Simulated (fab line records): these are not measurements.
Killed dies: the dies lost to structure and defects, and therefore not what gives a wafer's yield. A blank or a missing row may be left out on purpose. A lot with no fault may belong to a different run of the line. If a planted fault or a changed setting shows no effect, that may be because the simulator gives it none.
Split-lot experiment || flow n5 finfet || 21 wafers read from 7 lots, route of 1938 steps

== THE SPLIT ITSELF ==
At N5_BEOL_M4_EXPOSE_08 (exposes mask M4), the setting dose mj was moved away from the recipe's 41.25 on 8 of the 21 wafers read, by -5.4% to +7.4%. The other wafers ran this setting at the recipe's value.

== FROM THE SPLIT TO THE READING: what the file shows between them, 17 steps ==
- N5_BEOL_M4_PEB_09: peb time 60 s
- N5_BEOL_M4_DEVELOP_10: develop time 30 s
- N5_BEOL_M4_CD_MEAS_11: target cd 16.79 nm
- N5_BEOL_M4_DESCUM_16: chemistry O2, time 7 s
- N5_BEOL_M4_ETCH_74: etches underlayer in N2/H2, target depth 6.5 nm, time 5.2 s
- N5_BEOL_M4_ETCH_63: etches SiARC in CF4, target depth 15.6 nm, time 26 s
- N5_BEOL_M4_ETCH_64: etches SOC in N2/H2, target depth 75 nm, overetch 22.5 nm, time 121.9 s
- N5_BEOL_M4_STRIP_65: strips in N2/H2
- N5_BEOL_M4_STRIP_75: strips in N2/H2
- N5_BEOL_M4_STRIP_66: strips in CF4
- N5_BEOL_M4_HM_OPEN_17: chemistry Cl2/BCl3, target TiN, target depth 20 nm, overetch 6 nm
- N5_BEOL_M4_STRIP_19: strips in O2
- N5_BEOL_M4_CD_MEAS_18: pitch 36 nm, target cd 18 nm
- N5_BEOL_M4_COAT_67: time 60 s, resist thk 60 nm
- N5_BEOL_M4_COAT_68: time 60 s, resist thk 12 nm
- N5_BEOL_M4_PRECLEAN_42: cleans in residue remover, time 60 s
- N5_BEOL_M4_SRD_43: time 30 s

== THE READING ==
cd nm, in nm, at N5_BEOL_M4_CD_MEAS_35 (target cd 18 nm, target cd y 22.4 nm). Fault-free wafers of this fab line usually give 18.0 nm, standard deviation 0.43 nm.

{"wafer": "L077.2", "tool, chamber at the split": "euv scanner-01, 0", "dose mj as run": 41.25, "against the recipe": "recipe", "cd nm, nm": 17.5, "against lot-mates on the recipe": "-"}
{"wafer": "L077.3", "tool, chamber at the split": "euv scanner-01, 0", "dose mj as run": 41.25, "against the recipe": "recipe", "cd nm, nm": 18.9, "against lot-mates on the recipe": "-"}
{"wafer": "L077.5", "tool, chamber at the split": "euv scanner-01, 0", "dose mj as run": 41.25, "against the recipe": "recipe", "cd nm, nm": 18.2, "against lot-mates on the recipe": "-"}
{"wafer": "L083.1", "tool, chamber at the split": "euv scanner-01, 0", "dose mj as run": 44.29, "against the recipe": "+7.4%", "cd nm, nm": 19.1, "against lot-mates on the recipe": "+1.8"}
{"wafer": "L083.4", "tool, chamber at the split": "euv scanner-01, 0", "dose mj as run": 44.29, "against the recipe": "+7.4%", "cd nm, nm": 19.6, "against lot-mates on the recipe": "+2.3"}
{"wafer": "L083.5", "tool, chamber at the split": "euv scanner-01, 0", "dose mj as run": 41.25, "against the recipe": "recipe", "cd nm, nm": 17.3, "against lot-mates on the recipe": "-"}
{"wafer": "L085.1", "tool, chamber at the split": "euv scanner-01, 0", "dose mj as run": 41.25, "against the recipe": "recipe", "cd nm, nm": 18.2, "against lot-mates on the recipe": "-"}
{"wafer": "L085.2", "tool, chamber at the split": "euv scanner-01, 0", "dose mj as run": 41.25, "against the recipe": "recipe", "cd nm, nm": 18.4, "against lot-mates on the recipe": "-"}
{"wafer": "L085.4", "tool, chamber at the split": "euv scanner-01, 0", "dose mj as run": 41.25, "against the recipe": "recipe", "cd nm, nm": 18.2, "against lot-mates on the recipe": "-"}
{"wafer": "L086.3", "tool, chamber at the split": "euv scanner-02, 0", "dose mj as run": 39.03, "against the recipe": "-5.4%", "cd nm, nm": 16.7, "against lot-mates on the recipe": -1.2}
{"wafer": "L086.4", "tool, chamber at the split": "euv scanner-02, 0", "dose mj as run": 39.03, "against the recipe": "-5.4%", "cd nm, nm": 17.3, "against lot-mates on the recipe": -0.6}
{"wafer": "L086.6", "tool, chamber at the split": "euv scanner-02, 0", "dose mj as run": 41.25, "against the recipe": "recipe", "cd nm, nm": 17.9, "against lot-mates on the recipe": "-"}
{"wafer": "L089.1", "tool, chamber at the split": "euv scanner-02, 0", "dose mj as run": 40.03, "against the recipe": "-3.0%", "cd nm, nm": 16.7, "against lot-mates on the recipe": -1.2}
{"wafer": "L089.5", "tool, chamber at the split": "euv scanner-02, 0", "dose mj as run": 41.25, "against the recipe": "recipe", "cd nm, nm": 17.9, "against lot-mates on the recipe": "-"}
{"wafer": "L089.6", "tool, chamber at the split": "euv scanner-02, 0", "dose mj as run": 40.03, "against the recipe": "-3.0%", "cd nm, nm": 17.2, "against lot-mates on the recipe": -0.7}
{"wafer": "L095.1", "tool, chamber at the split": "euv scanner-01, 0", "dose mj as run": 44.31, "against the recipe": "+7.4%", "cd nm, nm": 20.1, "against lot-mates on the recipe": "+2.2"}
{"wafer": "L095.2", "tool, chamber at the split": "euv scanner-01, 0", "dose mj as run": 41.25, "against the recipe": "recipe", "cd nm, nm": 18.0, "against lot-mates on the recipe": "-"}
{"wafer": "L095.6", "tool, chamber at the split": "euv scanner-01, 0", "dose mj as run": 41.25, "against the recipe": "recipe", "cd nm, nm": 17.9, "against lot-mates on the recipe": "-"}
{"wafer": "L094.2", "tool, chamber at the split": "euv scanner-02, 0", "dose mj as run": 41.25, "against the recipe": "recipe", "cd nm, nm": 17.9, "against lot-mates on the recipe": "-"}
{"wafer": "L094.3", "tool, chamber at the split": "euv scanner-02, 0", "dose mj as run": 42.74, "against the recipe": "+3.6%", "cd nm, nm": 19.2, "against lot-mates on the recipe": "+1.1"}
{"wafer": "L094.4", "tool, chamber at the split": "euv scanner-02, 0", "dose mj as run": 41.25, "against the recipe": "recipe", "cd nm, nm": 18.3, "against lot-mates on the recipe": "-"}

THE FIT
A straight line over all 21 wafers: cd nm changes by +0.224 nm for each +1% of dose mj; r = +0.89; the points scatter about the line by 0.42 nm.
The same after taking each lot's own level away (the mean of its wafers on the recipe; 21 wafers): +0.257 nm for each +1%; r = +0.94; scatter 0.33 nm.
According to that fit, moving dose mj by its largest amount changes the reading by 1.9 nm.
Measured against the standard deviation above, the lots' own levels, which go from 17.30 to 18.27 nm, span 2.2 times it.
So the lot-to-lot level changes the slope: the two fits differ.
Check: for one of the wafers moved furthest among these (+7.4%), held out of the fit, the line's prediction against its lot-mates is +1.91 nm. It came out at +2.15 nm against them.

== THE WHOLE CHAIN: every reading that the file lists as answering this split, in the file's order ==
{"step": "N5_BEOL_M4_CD_MEAS_11", "what it does": "target cd 16.79 nm", "reading": "cd nm", "change (the file's fit)": "+0.184 nm for each +1% of the setting", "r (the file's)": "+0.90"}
{"step": "N5_BEOL_M4_ETCH_74", "what it does": "etches underlayer in N2/H2, target depth 6.5 nm, time 5.2 s", "reading": "BEOL_M4.cd offset nm (the simulator's own value, which no gauge read)", "change (the file's fit)": "+0.202 nm for each +1% of the setting", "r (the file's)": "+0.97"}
{"step": "N5_BEOL_M4_ETCH_63", "what it does": "etches SiARC in CF4, target depth 15.6 nm, time 26 s", "reading": "BEOL_M4.cd offset nm (the simulator's own value, which no gauge read)", "change (the file's fit)": "+0.185 nm for each +1% of the setting", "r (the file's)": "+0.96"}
{"step": "N5_BEOL_M4_ETCH_64", "what it does": "etches SOC in N2/H2, target depth 75 nm, overetch 22.5 nm, time 121.9 s", "reading": "BEOL_M4.cd offset nm (the simulator's own value, which no gauge read)", "change (the file's fit)": "+0.223 nm for each +1% of the setting", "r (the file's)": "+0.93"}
{"step": "N5_BEOL_M4_HM_OPEN_17", "what it does": "chemistry Cl2/BCl3, target TiN, target depth 20 nm, overetch 6 nm", "reading": "BEOL_M4.cd offset nm (the simulator's own value, which no gauge read)", "change (the file's fit)": "+0.236 nm for each +1% of the setting", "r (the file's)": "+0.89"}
{"step": "N5_BEOL_M4_CD_MEAS_18", "what it does": "pitch 36 nm, target cd 18 nm", "reading": "cd nm", "change (the file's fit)": "+0.199 nm for each +1% of the setting", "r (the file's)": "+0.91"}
{"step": "N5_BEOL_M4_CD_MEAS_35", "what it does": "target cd 18 nm, target cd y 22.4 nm", "reading": "cd nm", "change (the file's fit)": "+0.266 nm for each +1% of the setting", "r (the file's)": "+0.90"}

== FILE'S OWN FIT ==
cd nm changes by +0.266 nm for each +1% of dose mj, r = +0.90.
